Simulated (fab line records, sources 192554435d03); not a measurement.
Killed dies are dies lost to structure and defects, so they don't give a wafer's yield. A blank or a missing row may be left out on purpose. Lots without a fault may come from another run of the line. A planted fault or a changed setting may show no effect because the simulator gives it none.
Split-lot experiment | flow n5_finfet | 7 lots, 21 wafers read, on a route of 1938 steps

THE SPLIT
At N5_BEOL_M5_PECVD_70 (deposits SiO2 from TEOS/O2, target thk 16 nm, time 18 s), the setting time_s was moved away from the recipe's 18 s on 5 of the 21 wafers read, by -11.6% to +11.6%. The other wafers ran this setting at the recipe's value.

The reading is taken at the split's own step.

THE READING
SiO2_of_BEOL_M5_PECVD_70.thk_nm (the simulator's own value, which no gauge read), in nm, at N5_BEOL_M5_PECVD_70 (deposits SiO2 from TEOS/O2, target thk 16 nm, time 18 s). The file gives no usual value for it. The 16 wafers here that ran the recipe average 16.2 nm, standard deviation 0.26 nm.

wafer  | tool, chamber at the split | time_s as run, s | against the recipe | SiO2_of_BEOL_M5_PECVD_70.thk_nm, nm | against lot-mates on the recipe
L074.4 | pecvd-01, 2,0              | 18               | recipe             | 16.4                                | -
L074.5 | pecvd-01, 2,0              | 18               | recipe             | 16.4                                | -
L074.6 | pecvd-01, 1                | 18               | recipe             | 16.6                                | -
L075.2 | pecvd-01, 2                | 20.09            | +11.6%             | 17.8                                | +1.8
L075.3 | pecvd-01, 0                | 18               | recipe             | 16                                  | -
L075.4 | pecvd-01, 2                | 20.09            | +11.6%             | 18.2                                | +2.2
L084.3 | pecvd-02, 2                | 18               | recipe             | 16.4                                | -
L084.5 | pecvd-02, 2,0              | 18               | recipe             | 16.2                                | -
L084.6 | pecvd-02, 2,0              | 18               | recipe             | 16.2                                | -
L088.1 | pecvd-01, 2                | 18               | recipe             | 15.8                                | -
L088.3 | pecvd-01, 2                | 18               | recipe             | 16.2                                | -
L088.5 | pecvd-01, 1                | 18               | recipe             | 16                                  | -
L091.1 | pecvd-03, 2                | 15.92            | -11.6%             | 14.2                                | -2.0
L091.2 | pecvd-03, 1,2              | 18               | recipe             | 16.2                                | -
L091.5 | pecvd-03, 1,2              | 18               | recipe             | 16.2                                | -
L093.1 | pecvd-02, 2                | 17.09            | -5.1%              | 15.6                                | -0.9
L093.2 | pecvd-02, 1                | 18               | recipe             | 16.2                                | -
L093.5 | pecvd-02, 2                | 18               | recipe             | 16.8                                | -
L097.4 | pecvd-03, 0                | 19               | +5.6%              | 17.2                                | +1.1
L097.5 | pecvd-03, 2                | 18               | recipe             | 15.8                                | -
L097.6 | pecvd-03, 0                | 18               | recipe             | 16.4                                | -
Where a row lists several chambers, the file gives one row for several wafers and doesn't say which wafer went through which chamber.

THE FIT
A straight line over all 21 wafers: SiO2_of_BEOL_M5_PECVD_70.thk_nm changes by +0.159 nm for each +1% of time_s; r = +0.95; the points scatter about the line by 0.25 nm.
The same after taking each lot's own level away (the mean of its wafers on the recipe; 21 wafers): +0.174 nm for each +1%; r = +0.98; scatter 0.18 nm.
On that fit, the largest move of time_s shifts the reading by 2 nm.
The lots' own levels span 16.00 to 16.50 nm, that is 1.9 times the standard deviation above.
So the lot-to-lot level changes the slope little: the two slopes agree.
Check: with one of the wafers moved furthest among these (+11.6%) left out of the fit, the line predicts +2.14 nm for it against its lot-mates. It came out at +1.8 nm against them.

OTHER SPLITS ON THESE WAFERS
These wafers also went through other splits before the reading. Each is held against what the fit with the lots' levels taken away leaves over:
other split on the same wafers | wafers away from the commonest value | r with SiO2_of_BEOL_M5_PECVD_70.thk_nm (lot level and that fit taken away)
N5_BEOL_M3_COAT_22 spin_rpm    | 9                                    | +0.13
N5_BEOL_M4_COAT_76 spin_rpm    | 6                                    | +0.15
N5_BEOL_M4_EXPOSE_25 dose_mj   | 6                                    | +0.07

THE FILE'S OWN FIT
SiO2_of_BEOL_M5_PECVD_70.thk_nm changes by +0.175 nm for each +1% of time_s, r = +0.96.
